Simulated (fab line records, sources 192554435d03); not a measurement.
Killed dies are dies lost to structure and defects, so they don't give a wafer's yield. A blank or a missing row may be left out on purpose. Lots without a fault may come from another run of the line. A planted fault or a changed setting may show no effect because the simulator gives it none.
Chamber matching | flow n5_finfet | N5_MOL_CONTACT_COAG_CMP_28 on cmp-01: 4 sister chambers
The step polishes, stops on SiNx, t overpolish 0.85 s, target thk 14.522 nm. 8 wafers are shown with their chamber, then 7 later ones without.

WAFERS WITH THEIR CHAMBER
wafer  | chamber | motor_current_A (A) | time_to_endpoint_s (s)
L077.5 | 2       | 13.7                | 9.8
L078.1 | 0       | 13.8                | 10.9
L078.2 | 1       | 13.8                | 2.6
L079.1 | 2       | 14.5                | 7.3
L079.3 | 3       | 10.2                | 0.0
L079.6 | 1       | 13.5                | 3.2
L087.3 | 3       | 10.3                | 0.0
L087.4 | 0       | 13.6                | 7.3

WAFERS WITHOUT THEIR CHAMBER
wafer  | motor_current_A (A) | time_to_endpoint_s (s)
L087.6 | 12.6                | 2.8
L088.1 | 10.6                | 0.0
L088.3 | 13.4                | 8.4
L088.4 | 13.9                | 6.7
L094.1 | 14.3                | 6.7
L094.3 | 13.9                | 6.6
L094.5 | 13.3                | 6.7

WHICH CHAMBER EACH WENT THROUGH
wafer  | from the rows above          | in truth
L087.6 | can't be placed: 1 or 0      | 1
L088.1 | 3                            | 3
L088.3 | can't be placed: 0 or 2      | 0
L088.4 | can't be placed: 2 or 0 or 1 | 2
L094.1 | can't be placed: 2 or 0 or 1 | 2
L094.3 | can't be placed: 2 or 0 or 1 | 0
L094.5 | can't be placed: 0 or 1 or 2 | 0
Placed correctly: 1 of 7. Can't be placed from these rows: 6 (the true chamber is among the candidates in 6). Placed wrongly: 0.
How it was worked out, from the rows above alone: a wafer's distance from a chamber is the root of the sum, over the readings, of the square of ((its reading less the chamber's mean) divided by the reading's scatter). The wafer belongs to the nearest chamber; if the next one is less than 2 further off, it can't be placed. A chamber's mean is the mean of its shown wafers. The scatter: the root of (the sum of the squares of (reading less its chamber's mean) over the shown wafers, divided by (wafers less chambers)).
